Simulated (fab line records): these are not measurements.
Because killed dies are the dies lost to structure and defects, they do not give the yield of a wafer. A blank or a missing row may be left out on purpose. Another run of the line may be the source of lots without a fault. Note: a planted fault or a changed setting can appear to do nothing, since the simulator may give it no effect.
fab line records ; flow n5Finfet
record lots=5; wafers=14; lastDay=18
route steps=1938 shown BEOL_M11@1590 BEOL_M12@1602 PASSIVATION@1936
lots with no fault: from the same line, run without faults
startH: the number of hours between the record's first day and the start of the first shown wafer of the lot ; waitH: time in hours since the lot's previous step ; " repeats the value in the row above ; L1.1+2: a row that stands for several wafers ; - either no value or no given start ; * or withheld: withheld ; < > ~ a bound
route shown NAME@n: names a module that has steps shown in the file, with the first one's number in the route ; usual: mean/standard deviation of fault-free wafers ; same: alike in all rows ; chamber/n: place in a boat ; sites: per-site readings ; _std_site: their standard deviation ; _edge_site: mean of outer sites minus mean of inner sites ; radiusMm: how far each site lies from the wafer's centre ; mask NAME#n: copy n ; behind: the tool/chamber that last shaped the wafer ; hold: why the lot went on hold/how many hours it stayed there/how the hold came to an end ; device: the n, p or np transistor that did not switch ; end of line: the same wafers' tests at the end of the route ; step lacking rows: just its recipe ; killed: the dies lost at the first sort to structure and to defects; this is not the yield of the wafer ; map: a wafer's dies, marking killed ones x, the rest . and places with no die _
set.NAME: setting as actually run; set.NAME@STEP: the setting as run at that earlier step ; model.NAME: the simulator's own value behind a step, which no gauge read
lots at some steps of the route; a table a step, a row a wafer
services: a tool's chamber out of use, with start hour (startH, from the record's first day; less than 0 if before it), hours out, and reason
## steps
# step N5_BEOL_M11_ALD_74
# recipe material=TaN; targetThkA=20; tempC=275; aldPrecursorFamily=PDMAT; aldCoReactant=NH3; pressureTorr=3; carrierFlowSccm=1500; pulseTimeS=2; purgeTimeS=3; coReactantPurgeTimeS=2; coReactantPulseTimeS=3; aldCycles=40; precursorVesselTempC=75; precursorVesselPressureTorr=26.25; precursorVesselCarrierSccm=1000
# usual heaterPowerW=389/57
lot.wafer;tool;chamber;startH;waitH;heaterPowerW
L386.1;aldMetal-01;3;245.16;0.0;382
L386.2;aldMetal-01;0;245.16;0.0;395
L386.6;aldMetal-01;1;245.16;0.0;458
L391.1;aldMetal-04;0;277.01;0.1;403
L391.5;aldMetal-04;0;277.01;0.1;398
L391.6;aldMetal-04;3;277.01;0.1;341
L397.1;aldMetal-04;2;319.99;0.3;393
L397.5;aldMetal-04;0;319.99;0.3;395
L400.4;aldMetal-02;3;336.40;0.2;319
L400.5;aldMetal-02;1;336.40;0.2;304
L400.6;aldMetal-02;2;336.40;0.2;463
L406.2;aldMetal-04;3;376.18;0.1;339
L406.3;aldMetal-04;0;376.18;0.1;399
L406.5;aldMetal-04;2;376.18;0.1;410
# step N5_BEOL_M11_SURFACE_TREAT_76
# recipe gas=Ar; timeS=*; ionEnergyEv=*; ionCurrentMaCm2=0.5; pressureMtorr=*; arFlowSccm=30
# step N5_BEOL_M11_CVD_75
# recipe material=Co; targetThkA=20; tempC=withheld; precursor=CCTBA/H2; pressureTorr=30; timeS=138.9
# step N5_BEOL_M11_SPUTTER_48
# recipe material=Cu; targetThkA=120; tempC=-20; biasV=60; powerW=26000; chamberPressurePa=0.13; timeS=2
# usual chamberPressurePa=0.12999/0.00023; throttleValvePct=29.9/0.92
lot.wafer;tool;chamber;startH;waitH;chamberPressurePa;throttleValvePct
L386.1;pvdSputter-02;-;246.04;0.2;0.13009;31.1
L386.2;pvdSputter-02;-;246.04;0.2;0.13007;29.1
L386.6;pvdSputter-02;-;246.04;0.2;0.13022;30.8
L391.1;pvdSputter-02;-;277.71;0.2;0.13022;30.5
L391.5;pvdSputter-02;-;277.71;0.2;0.13024;31.1
L391.6;pvdSputter-02;-;277.71;0.2;0.12982;30.7
L397.1;pvdSputter-02;-;320.54;0.1;0.12975;31.1
L397.5;pvdSputter-02;-;320.54;0.1;0.12955;30.8
L400.4;pvdSputter-01;-;336.83;0.0;0.12991;30.4
L400.5;pvdSputter-01;-;336.83;0.0;0.12967;29.0
L400.6;pvdSputter-01;-;336.83;0.0;0.13012;29.8
L406.2;pvdSputter-01;-;376.96;0.1;0.13045;29.5
L406.3;pvdSputter-01;-;376.96;0.1;0.13015;29.0
L406.5;pvdSputter-01;-;376.96;0.1;0.13013;28.9
# step N5_BEOL_M11_ECD_50
# recipe material=Cu; targetThkA=3180
# step N5_BEOL_M11_ANNEAL_51
# recipe tempC=225; timeS=90; ambient=N2
# step N5_BEOL_M11_CMP_52
# recipe stopOn=SiCOH_lowk; tOverpolishS=7; downForcePsi=1; platenRpm=50; clearingPlatenDownForcePsi=1.5; clearingPlatenRpm=50; postCmpClean=cuAlkaline; targetThkNm=140; clearingPlatenPadVelocityMS=0.99484; padVelocityMS=0.99484
# usual barrierFieldEndpointS=29.1/0.86; clearingPlatenRpm=50.003/0.029; motorCurrentA=6.1/0.66; overpolishRunS=7.000/0.0081; padLifeWafers=1177/670; timeToEndpointS=67/3.5
lot.wafer;tool;chamber;startH;waitH;barrierFieldEndpointS;clearingPlatenRpm;motorCurrentA;overpolishRunS;padLifeWafers;timeToEndpointS
L386.2;cmp-03;3;246.57;0.2;27.5;49.989;6.6;6.997;2010;69
L386.1;cmp-03;0;246.57;0.2;27.9;49.993;7.1;6.991;2011;70
L386.6;cmp-03;0;246.57;0.2;28.9;50.007;7.3;6.995;-;67
L391.1;cmp-03;2;278.37;0.3;28.7;50.006;6.4;7.005;187;67
L391.5;cmp-03;1;278.37;0.3;28.4;50.024;6.0;6.994;-;64
L391.6;cmp-03;2;278.37;0.3;28.9;50.024;6.0;7.006;-;69
L397.1;cmp-03;3;321.16;0.3;28.3;50.030;6.4;6.994;512;68
L397.5;cmp-03;1;321.16;0.3;29.4;50.039;5.8;7.001;-;67
L400.4;cmp-01;1;337.54;0.2;29.9;50.004;5.0;7.006;1753;68
L400.5;cmp-01;0;337.54;0.2;30.2;49.980;5.3;7.010;-;73
L400.6;cmp-01;1;337.54;0.2;29.2;50.030;5.0;6.994;-;69
L406.2;cmp-01;2;377.52;0.2;28.3;50.075;7.0;7.003;2059;64
L406.3;cmp-01;3;377.52;0.2;30.1;50.012;6.7;7.001;2060;69
L406.5;cmp-01;1;377.52;0.2;29.3;49.960;5.0;6.984;-;66
# step N5_BEOL_M11_THK_MEAS_53
# recipe thkMeasGauge=xrf; reads=Cu_of_BEOL_M11_ECD_50
# usual M11_THK=142/3.5
lot.wafer;tool;chamber;startH;waitH;M11_THK[nm]
L386.1;filmMetro-02;-;246.86;-;141
L386.2;filmMetro-02;-;246.86;-;140
L386.6;filmMetro-02;-;246.86;-;139
L391.1;filmMetro-02;-;278.62;-;138
L391.5;filmMetro-02;-;278.62;-;137
L391.6;filmMetro-02;-;278.62;-;146
L397.1;filmMetro-01;-;321.38;-;144
L397.5;filmMetro-01;-;321.38;-;142
L400.4;filmMetro-01;-;337.80;-;142
L400.5;filmMetro-01;-;337.80;-;141
L400.6;filmMetro-01;-;337.80;-;131
L406.2;filmMetro-02;-;377.78;-;144
L406.3;filmMetro-02;-;377.78;-;142
L406.5;filmMetro-02;-;377.78;-;138
# step N5_BEOL_M11_PRE_CLEAN_55
# recipe gas=NH3; timeS=15; tempC=withheld; rfPowerW=300
# step N5_BEOL_M11_DEP_56
# recipe material=SiCN; targetThkA=300; tempC=withheld; precursor=3MS/NH3; pressureTorr=3; rfW=675; timeS=10.5
# usual showerheadPlenumPTorr=4.17/0.034; throttleValvePct=18.3/0.51
lot.wafer;tool;chamber;startH;waitH;showerheadPlenumPTorr;throttleValvePct
L386.1;pecvd-02;0;246.93;0.0;4.19;18.7
L386.2;pecvd-02;2;246.93;0.0;4.11;18.2
L386.6;pecvd-02;0;246.93;0.0;4.18;18.6
L391.1;pecvd-02;2;278.69;0.0;4.12;18.3
L391.5;pecvd-02;0;278.69;0.0;4.18;18.4
L391.6;pecvd-02;1;278.69;0.0;4.19;19.0
L397.1;pecvd-02;2;321.44;0.0;4.12;18.3
L397.5;pecvd-02;1;321.44;0.0;4.20;19.0
L400.4;pecvd-03;0;337.88;0.0;4.14;18.1
L400.5;pecvd-03;2;337.88;0.0;4.15;17.5
L400.6;pecvd-03;1;337.88;0.0;4.16;18.9
L406.2;pecvd-02;1;377.84;0.0;4.20;19.0
L406.3;pecvd-02;2;377.84;0.0;4.12;18.4
L406.5;pecvd-02;0;377.84;0.0;4.18;18.5
# step N5_BEOL_M11_RS_MEAS_57
# recipe thkMeasGauge=four-point-probe; reads=Cu_of_BEOL_M11_ECD_50+Co_of_BEOL_M11_CVD_75+TaN_of_BEOL_M11_ALD_74
# usual M11_RS=0.151/0.0041
lot.wafer;tool;chamber;startH;waitH;M11_RS[ohm/sq]
L386.1;filmMetro-02;-;246.99;0.0;0.151
L386.2;filmMetro-02;-;246.99;0.0;0.153
L386.6;filmMetro-02;-;246.99;0.0;0.154
L391.1;filmMetro-02;-;278.75;0.0;0.154
L391.5;filmMetro-02;-;278.75;0.0;0.156
L391.6;filmMetro-02;-;278.75;0.0;0.145
L397.1;filmMetro-02;-;321.51;0.0;0.148
L397.5;filmMetro-02;-;321.51;0.0;0.151
L400.4;filmMetro-02;-;337.93;0.0;0.149
L400.5;filmMetro-02;-;337.93;0.0;0.149
L400.6;filmMetro-02;-;337.93;0.0;0.162
L406.2;filmMetro-02;-;377.90;0.0;0.145
L406.3;filmMetro-02;-;377.90;0.0;0.148
L406.5;filmMetro-02;-;377.90;0.0;0.154
# step N5_BEOL_M11_INSPECT_58
# recipe inspectInstrument=darkfield; mode=postDep
# usual rawDefectCount=69/22
lot.wafer;tool;chamber;startH;waitH;rawDefectCount
L386.1;defectInspect-02;-;247.01;0.0;77
L386.2;defectInspect-02;-;247.01;0.0;33
L386.6;defectInspect-02;-;247.01;0.0;41
L391.1;defectInspect-02;-;278.77;0.0;63
L391.5;defectInspect-02;-;278.77;0.0;51
L391.6;defectInspect-02;-;278.77;0.0;61
L397.1;defectInspect-02;-;321.53;0.0;62
L397.5;defectInspect-02;-;321.53;0.0;42
L400.4;defectInspect-01;-;337.95;0.0;68
L400.5;defectInspect-01;-;337.95;0.0;57
L400.6;defectInspect-01;-;337.95;0.0;49
L406.2;defectInspect-01;-;377.93;0.0;111
L406.3;defectInspect-01;-;377.93;0.0;107
L406.5;defectInspect-01;-;377.93;0.0;53
# step N5_BEOL_M12_ILD_DEP_00
# recipe material=SiOC; targetThkA=6589.2; tempC=350; precursor=DEMS/O2; pressureTorr=5; rfW=500; timeS=130.7
# usual heaterPowerW=474/87; showerheadPlenumPTorr=5.702/0.019; susceptorTempC=349.98/0.21; throttleValvePct=11.9/0.46
lot.wafer;tool;chamber;startH;waitH;heaterPowerW;showerheadPlenumPTorr;susceptorTempC;throttleValvePct;model.SiOC_of_BEOL_M12_ILD_DEP_00.thkNm
L386.1;pecvd-01;0;247.05;0.0;580;5.707;350.24;12.0;648.6
L386.2;pecvd-01;2;247.05;0.0;458;5.707;349.66;11.1;652.2
L386.6;pecvd-01;2;247.05;0.0;463;5.685;349.68;11.0;670
L391.1;pecvd-02;1;278.81;0.0;498;5.717;349.54;12.3;652.8
L391.5;pecvd-02;1;278.81;0.0;407;5.722;349.94;12.7;662.4
L391.6;pecvd-02;0;278.81;0.0;445;5.704;350.04;12.4;669.8
L397.1;pecvd-01;0;321.57;0.0;592;5.719;350.24;11.7;650.4
L397.5;pecvd-01;2;321.57;0.0;472;5.697;349.43;11.1;658
L400.4;pecvd-02;0;338.04;0.1;560;5.719;374.19;12.1;621
L400.5;pecvd-02;1;338.04;0.1;492;5.717;350.33;12.4;648.4
L400.6;pecvd-02;0;338.04;0.1;581;5.710;374.10;12.1;619
L406.2;pecvd-01;0;377.97;0.0;551;5.706;350.13;11.9;645.2
L406.3;pecvd-01;1;377.97;0.0;404;5.687;349.83;11.3;649.2
L406.5;pecvd-01;2;377.97;0.0;480;5.709;350.22;11.4;662
# step N5_BEOL_M12_THK_MEAS_01
# recipe reads=SiOC_of_BEOL_M12_ILD_DEP_00
# usual M12_ILD_THK=656/9.4
lot.wafer;tool;chamber;startH;waitH;M12_ILD_THK[nm]
L386.1;filmMetro-01;-;247.18;0.1;648
L386.2;filmMetro-01;-;247.18;0.1;652
L386.6;filmMetro-01;-;247.18;0.1;671
L391.1;filmMetro-02;-;278.94;0.1;653
L391.5;filmMetro-02;-;278.94;0.1;662
L391.6;filmMetro-02;-;278.94;0.1;670
L397.1;filmMetro-02;-;321.70;0.1;650
L397.5;filmMetro-02;-;321.70;0.1;658
L400.4;filmMetro-01;-;338.17;0.1;621
L400.5;filmMetro-01;-;338.17;0.1;648
L400.6;filmMetro-01;-;338.17;0.1;620
L406.2;filmMetro-01;-;378.10;0.1;645
L406.3;filmMetro-01;-;378.10;0.1;649
L406.5;filmMetro-01;-;378.10;0.1;662
# step N5_BEOL_M12_COAT_58
# recipe resist=BARC; tempC=205; timeS=60; spinRpm=1500; resistThkNm=89
# step N5_BEOL_M12_COAT_04
# recipe spinRpm=1625; resistThkNm=400
# step N5_BEOL_M12_EBR_06
# recipe solvent=PGMEA; ebrWidthMm=1.5
# step N5_BEOL_M12_SOFTBAKE_05
# recipe tempC=130; timeS=60
# step N5_BEOL_M12_EXPOSE_07
# recipe maskId=V11; na=0.93; sourceShape=conventional; sigmaOuter=0.6; polarization=unpolarized; attpsmPhaseDeg=180; doseMj=32.5
# step N5_BEOL_M12_PEB_08
# recipe pebTempC=130; pebTimeS=90
# step N5_BEOL_M12_DEVELOP_09
# recipe developTimeS=45; rinseLiquid=diw; dry=airSpin; devTempC=21
# step N5_BEOL_M12_HARDBAKE_14
# recipe tempC=130; timeS=120
# step N5_BEOL_M12_CD_MEAS_10
# recipe targetCdNm=140; landingEnergyEv=500; detector=seInlens; polarity=opening
# usual cdNm=141.0/2.7
lot.wafer;tool;chamber;startH;waitH;cdNm
L386.1;cdSem-02;0;247.61;-;144.3
L386.2;cdSem-02;0;247.61;-;139.8
L386.6;cdSem-02;0;247.61;-;143.1
L391.1;cdSem-03;0;279.25;-;143.0
L391.5;cdSem-03;0;279.25;-;138.9
L391.6;cdSem-03;0;279.25;-;136.2
L397.1;cdSem-03;0;322.00;-;143.5
L397.5;cdSem-03;0;322.00;-;147.1
L400.4;cdSem-01;0;338.48;-;140.2
L400.5;cdSem-01;0;338.48;-;145.8
L400.6;cdSem-01;0;338.48;-;142.8
L406.2;cdSem-01;0;378.53;-;137.1
L406.3;cdSem-01;0;378.53;-;140.8
L406.5;cdSem-01;0;378.53;-;144.4
# step N5_BEOL_M12_OVL_MEAS_11
# recipe pointsPerWafer=44
# usual V11_OVL=2/4.4
lot.wafer;tool;chamber;startH;waitH;V11_OVL[nm]
L386.1;overlay-02;0;247.64;0.0;-6
L386.2;overlay-02;0;247.64;0.0;-6
L386.6;overlay-02;0;247.64;0.0;-7
L391.1;overlay-02;0;279.28;0.0;-4
L391.5;overlay-02;0;279.28;0.0;0
L391.6;overlay-02;0;279.28;0.0;-3
L397.1;overlay-02;0;322.03;0.0;5
L397.5;overlay-02;0;322.03;0.0;8
L400.4;overlay-01;0;338.50;0.0;-1
L400.5;overlay-01;0;338.50;0.0;4
L400.6;overlay-01;0;338.50;0.0;3
L406.2;overlay-01;0;378.56;0.0;-1
L406.3;overlay-01;0;378.56;0.0;4
L406.5;overlay-01;0;378.56;0.0;-2
# step N5_BEOL_M12_INSPECT_12
# recipe mode=adi; inspectInstrument=macro
# usual rawDefectCount=2.2/1.5
lot.wafer;tool;chamber;startH;waitH;rawDefectCount
L386.1;defectInspect-01;-;247.67;0.0;1
L386.2;defectInspect-01;-;247.67;0.0;2
L386.6;defectInspect-01;-;247.67;0.0;2
L391.1;defectInspect-01;-;279.30;0.0;0
L391.5;defectInspect-01;-;279.30;0.0;3
L391.6;defectInspect-01;-;279.30;0.0;1
L397.1;defectInspect-02;-;322.06;0.0;1
L397.5;defectInspect-02;-;322.06;0.0;2
L400.4;defectInspect-02;-;338.53;0.0;1
L400.5;defectInspect-02;-;338.53;0.0;4
L400.6;defectInspect-02;-;338.53;0.0;4
L406.2;defectInspect-01;-;378.58;0.0;2
L406.3;defectInspect-01;-;378.58;0.0;3
L406.5;defectInspect-01;-;378.58;0.0;1
# step N5_BEOL_M12_DESCUM_15
# recipe chemistry=O2; timeS=7.9; sourcePowerW=50; biasPowerW=20; pressureMtorr=20; rfFrequencyHz=2.712e+07; tempC=40; o2FlowSccm=225
# usual drypumpMotorCurrentA=5.4/0.41; oesProductAu=0.79/0.073; rfVppV=243.7/1.2; showerheadPlenumPTorr=2.13/0.065; throttleValvePct=20.42/0.24
lot.wafer;tool;chamber;startH;waitH;drypumpMotorCurrentA;oesProductAu;rfHoursCounterH;rfVppV;showerheadPlenumPTorr;throttleValvePct
L386.1;rieDiel-02;3;247.70;0.0;5.2;0.73;152;243.8;2.11;20.58
L386.2;rieDiel-02;1;247.70;0.0;5.0;0.78;121;245.1;2.22;20.56
L386.6;rieDiel-02;1;247.70;0.0;4.9;0.77;-;243.9;2.22;20.58
L391.1;rieDiel-02;1;280.00;0.7;5.0;0.76;132;244.8;2.21;20.58
L391.5;rieDiel-02;3;280.00;0.7;5.2;0.73;-;243.2;2.10;20.63
L391.6;rieDiel-02;0;280.00;0.7;4.9;0.75;-;243.2;2.08;20.42
L397.1;rieDiel-01;0;322.09;0.0;6.0;0.91;34;245.8;2.20;20.16
L397.5;rieDiel-01;3;322.09;0.0;5.7;0.73;-;244.0;2.09;20.82
L400.4;rieDiel-05;1;338.56;0.0;5.6;0.71;192;243.1;2.21;20.31
L400.5;rieDiel-05;2;338.56;0.0;5.2;0.89;-;243.7;2.14;20.14
L400.6;rieDiel-05;3;338.56;0.0;5.1;0.78;-;241.3;2.11;20.68
L406.2;rieDiel-02;1;378.61;0.0;5.0;0.72;165;245.5;2.20;20.62
L406.3;rieDiel-02;0;378.61;0.0;4.8;0.72;219;243.7;2.07;20.46
L406.5;rieDiel-02;0;378.61;0.0;4.9;0.72;-;242.3;2.07;20.48
# step N5_BEOL_M12_ETCH_59
# recipe chemistry=N2/H2; target=BARC; targetDepthA=890; overetchA=267; timeS=67.9; ionEnergyEv=200; pressureMtorr=30; sourceW=840; biasW=150; n2FlowSccm=200; h2FlowSccm=200
# step N5_BEOL_M12_VIA_ETCH_16
# recipe chemistry=C4F8/O2/Ar; target=SiOC; pressureMtorr=30; sourceW=3000; biasW=700; Ar_flow_sccm=400; C4F8_flow_sccm=15; O2_flow_sccm=8; heInnerTorr=15; heOuterTorr=30; targetDepthA=7248; timeS=withheld; ionEnergyEv=250; ends=cleared
# usual drypumpMotorCurrentA=5.4/0.41; oesProductAu=0.71/0.067; rfVppV=666.9/2.6; showerheadPlenumPTorr=3.47/0.097; throttleValvePct=24.16/0.29
lot.wafer;tool;chamber;startH;waitH;drypumpMotorCurrentA;oesProductAu;rfVppV;showerheadPlenumPTorr;throttleValvePct;model.etch.depthNm;model.coat_of_BEOL_M12_COAT_04.thkNm
L386.1;rieDiel-02;3;247.79;0.0;5.2;0.65;664.0;3.42;24.31;648.6;124.4
L386.2;rieDiel-02;1;247.79;0.0;5.0;0.70;669.4;3.60;24.34;652.3;131.6
L386.6;rieDiel-02;1;247.79;0.0;5.0;0.70;669.5;3.60;24.31;669.9;125
L391.1;rieDiel-02;1;280.08;0.0;5.0;0.70;669.9;3.60;24.34;652.8;128.2
L391.5;rieDiel-02;3;280.08;0.0;5.2;0.66;664.8;3.42;24.33;662.4;116.6
L391.6;rieDiel-02;0;280.08;0.0;4.9;0.67;666.6;3.36;23.98;669.9;119.4
L397.1;rieDiel-01;0;322.18;0.0;6.1;0.82;670.0;3.58;23.95;650.4;124
L397.5;rieDiel-01;3;322.18;0.0;5.7;0.65;666.4;3.42;24.65;657.9;126
L400.4;rieDiel-05;1;338.65;0.0;5.6;0.65;668.8;3.54;23.89;620.9;134
L400.5;rieDiel-05;2;338.65;0.0;5.2;0.80;666.4;3.46;23.79;648.4;127.4
L400.6;rieDiel-05;3;338.65;0.0;5.1;0.69;666.2;3.41;24.29;619;135.4
L406.2;rieDiel-02;1;378.70;0.0;5.0;0.67;668.4;3.58;24.40;645.2;133.6
L406.3;rieDiel-02;0;378.70;0.0;4.9;0.64;664.9;3.35;23.99;649.3;128.2
L406.5;rieDiel-02;0;378.70;0.0;4.9;0.65;663.8;3.35;24.01;661.9;123.8
# step N5_BEOL_M12_STRIP_63
# recipe chemistry=N2/H2; powerW=1000; tempC=250; h2Frac=0.65; overashFraction=0.3; pressureMtorr=1000; n2FlowSccm=1750; h2FlowSccm=3250
# step N5_BEOL_M12_STRIP_64
# recipe chemistry=N2/H2; powerW=1000; tempC=250; h2Frac=0.65; overashFraction=0.3; pressureMtorr=withheld; n2FlowSccm=1750; h2FlowSccm=3250
# step N5_BEOL_M12_STRIP_71
# recipe chemistry=postEtchResidueRemover; timeS=60; tempC=25; removerPh=withheld; removerWaterWtPct=withheld; removerFluorideWtPct=withheld
# step N5_BEOL_M12_SRD_72
# recipe timeS=30; tempC=23; rinseLiquid=diw; dry=n2Spin; spinRpm=1500; dryTimeS=30
# step N5_BEOL_M12_CD_MEAS_17
# recipe targetCdNm=140; polarity=opening
# usual cdNm=141.5/3
lot.wafer;tool;chamber;startH;waitH;cdNm
L386.1;cdSem-01;-;248.19;0.0;146.7
L386.2;cdSem-01;-;248.19;0.0;138.7
L386.6;cdSem-01;-;248.19;0.0;143.0
L391.1;cdSem-03;-;280.49;0.0;142.2
L391.5;cdSem-03;-;280.49;0.0;140.6
L391.6;cdSem-03;-;280.49;0.0;135.8
L397.1;cdSem-02;-;322.58;0.0;146.1
L397.5;cdSem-02;-;322.58;0.0;146.5
L400.4;cdSem-03;-;339.06;0.0;140.5
L400.5;cdSem-03;-;339.06;0.0;146.6
L400.6;cdSem-03;-;339.06;0.0;143.6
L406.2;cdSem-03;-;379.14;0.0;135.3
L406.3;cdSem-03;-;379.14;0.0;140.9
L406.5;cdSem-03;-;379.14;0.0;143.9
# step N5_BEOL_M12_COAT_65
# recipe resist=SOC; tempC=250; timeS=60; spinRpm=1500; resistThkNm=300
# step N5_BEOL_M12_COAT_66
# recipe resist=SiARC; tempC=220; timeS=60; spinRpm=1500; resistThkNm=110
# step N5_BEOL_M12_COAT_22
# recipe spinRpm=2888; resistThkNm=300
# step N5_BEOL_M12_EBR_24
# recipe solvent=PGMEA; ebrWidthMm=1.5
# step N5_BEOL_M12_SOFTBAKE_23
# recipe tempC=130; timeS=60
# step N5_BEOL_M12_EXPOSE_25
# recipe maskId=M12; na=0.93; sourceShape=conventional; sigmaOuter=0.4; polarization=unpolarized; doseMj=21.8
# step N5_BEOL_M12_PEB_26
# recipe pebTempC=130; pebTimeS=90
# step N5_BEOL_M12_DEVELOP_27
# recipe developTimeS=45; rinseLiquid=diw; dry=airSpin; devTempC=21
# step N5_BEOL_M12_HARDBAKE_32
# recipe tempC=130; timeS=120
# step N5_BEOL_M12_CMP_49
# recipe stopOn=SiOC; tOverpolishS=20.6; downForcePsi=1; platenRpm=50; clearingPlatenDownForcePsi=1.5; clearingPlatenRpm=50; postCmpClean=cuAlkaline; targetThkNm=320; clearingPlatenPadVelocityMS=0.99484; padVelocityMS=0.99484
# usual clearingPlatenRpm=49.997/0.025; motorCurrentA=6.1/0.6; padLifeWafers=880/600
lot.wafer;tool;chamber;startH;waitH;clearingPlatenRpm;motorCurrentA;padLifeWafers;model.SiOC_of_BEOL_M12_ILD_DEP_00.thkNm
L386.1;cmp-04;1;250.62;0.3;50.008;6.5;1740;586.6
L386.2;cmp-04;3;250.62;0.3;50.009;5.9;1742;597.4
L386.6;cmp-04;1;250.62;0.3;49.956;6.8;-;608
L391.1;cmp-02;3;285.13;0.3;49.974;5.5;290;592.6
L391.5;cmp-02;1;285.13;0.3;50.033;6.3;-;602.4
L391.6;cmp-02;2;285.13;0.3;49.999;5.7;-;614.8
L397.1;cmp-02;2;329.39;0.4;49.989;5.7;627;591.8
L397.5;cmp-02;3;329.39;0.4;49.996;5.4;-;599
L400.4;cmp-02;3;343.77;0.2;49.975;5.5;757;566.8
L400.5;cmp-02;2;343.77;0.2;49.969;5.9;-;588.8
L400.6;cmp-02;3;343.77;0.2;50.005;5.6;-;564.8
L406.2;cmp-04;3;390.07;0.3;49.999;6.3;812;585
L406.3;cmp-04;0;390.07;0.3;50.006;5.2;813;590.2
L406.5;cmp-04;1;390.07;0.3;49.996;6.4;-;602.8
# step N5_PASSIVATION_PROBE_49
# usual defectLimitedYield=90.9/1.6; killed_at_M0_to_M3=34/10; killed_at_M4_up=13/5.4; killedAtContacts=13/6; killedAtFrontEnd=42/13; killedAtOther=4/3.2; killedDies=107/18; killedOpen=69/14; killedShort=35/7.7; sort_bin_4_leakage=0.02/0.17; sort_bin_5_function=5.3/1; sort_bin_6_memory=3.3/0.75; sort_bin_8_speed=0.00/0.015; sortNPass=1073/19; sortYieldPct=90.9/1.6
# same grossDies=1180; killedAtBackSide=0
lot.wafer;tool;chamber;startH;waitH;defectLimitedYield[%];killed_at_M0_to_M3;killed_at_M4_up;killedAtContacts;killedAtFrontEnd;killedAtOther;killedDies;killedOpen;killedShort;sort_bin_4_leakage[%];sort_bin_5_function[%];sort_bin_6_memory[%];sort_bin_8_speed[%];sortNPass;sortYieldPct[%]
L391.5;prober-02;-;315.78;0.2;90.8;29;7;15;55;3;109;77;30;0;6.1;3.0;0;1071;90.8
# killed by level:class
L391.5 FIN_SAQP:geometricParticle:open=15 STI_FIN_REVEAL:geometricParticle:open=12 MOL_CONTACT_COAG:geometricParticle:open=11 FIN_SAQP:geometricParticle:short=9 BEOL_M2:geometricParticle:open=8 DUMMY_GATE:geometricParticle:open=6 BEOL_M1:geometricParticle:open=6 MOL_CONTACT_COAG:geometricParticle:short=4
## services
tool;chamber;startH;hours;kind
cmp-04;-;224.79;1.5;repair
cmp-01;-;228.23;0.9;repair
cmp-01;-;230.09;1.5;repair
aldMetal-04;-;238.72;18.2;repair
cmp-02;-;239.41;4.0;pm
pecvd-02;-;239.60;1.0;repair
pecvd-01;-;242.73;2.0;repair
cmp-03;-;251.27;4.0;pm
cmp-01;-;259.16;1.2;repair
cmp-02;-;263.19;4.4;pm
cmp-04;-;263.30;0.7;repair
rieDiel-05;3;264.39;4.8;repair
pecvd-01;1;268.27;3.6;repair
cmp-03;-;272.64;0.3;repair
rieDiel-05;-;272.79;2.8;pm
aldMetal-04;-;286.28;8.7;pm
pvdSputter-02;-;305.99;6.3;repair
pecvd-01;2;314.61;4.8;repair
rieDiel-02;2;322.94;2.0;repair
cmp-03;-;332.55;0.6;repair
cmp-03;-;335.14;7.4;pm
pecvd-01;-;337.11;14.6;pm
pvdSputter-02;-;359.20;3.8;repair
cmp-02;-;388.11;1.2;repair
## key
firstSign step=N5_BEOL_M12_ILD_DEP_00; reading=susceptorTempC; direction=up; sigmas=99+; usual=*; struck=*
effect step=N5_BEOL_M12_THK_MEAS_01; reading=M12_ILD_THK; direction=down; sigmas=3.8; usual=656; struck=620
modelEffect step=N5_BEOL_M12_ILD_DEP_00; value=SiOC_of_BEOL_M12_ILD_DEP_00.thkNm; without=655.4; struck=620
modelEffect step=N5_BEOL_M12_VIA_ETCH_16; value=etch.depthNm; without=655.5; struck=619.9
modelEffect step=N5_BEOL_M12_CMP_49; value=SiOC_of_BEOL_M12_ILD_DEP_00.thkNm; without=601.4; struck=565.8
metAt N5_BEOL_M12_ILD_DEP_00
struckWafers L400.4,L400.6
baselineLoss step=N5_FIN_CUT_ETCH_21; wafers=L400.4
onsetBetween 278.81 338.04
fault kind=processParameterDrift; tool=pecvd-02; chamber=0; onsetH=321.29; steps=N5_BEOL_M12_ILD_DEP_00; channel=tempC; offset=*; shape=step; endH=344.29; actsIn=*; stated=*
# baselineLoss: these wafers lose ten dies or more at that step, a loss of the line's own and not of a fault; the sort's usual values leave them out
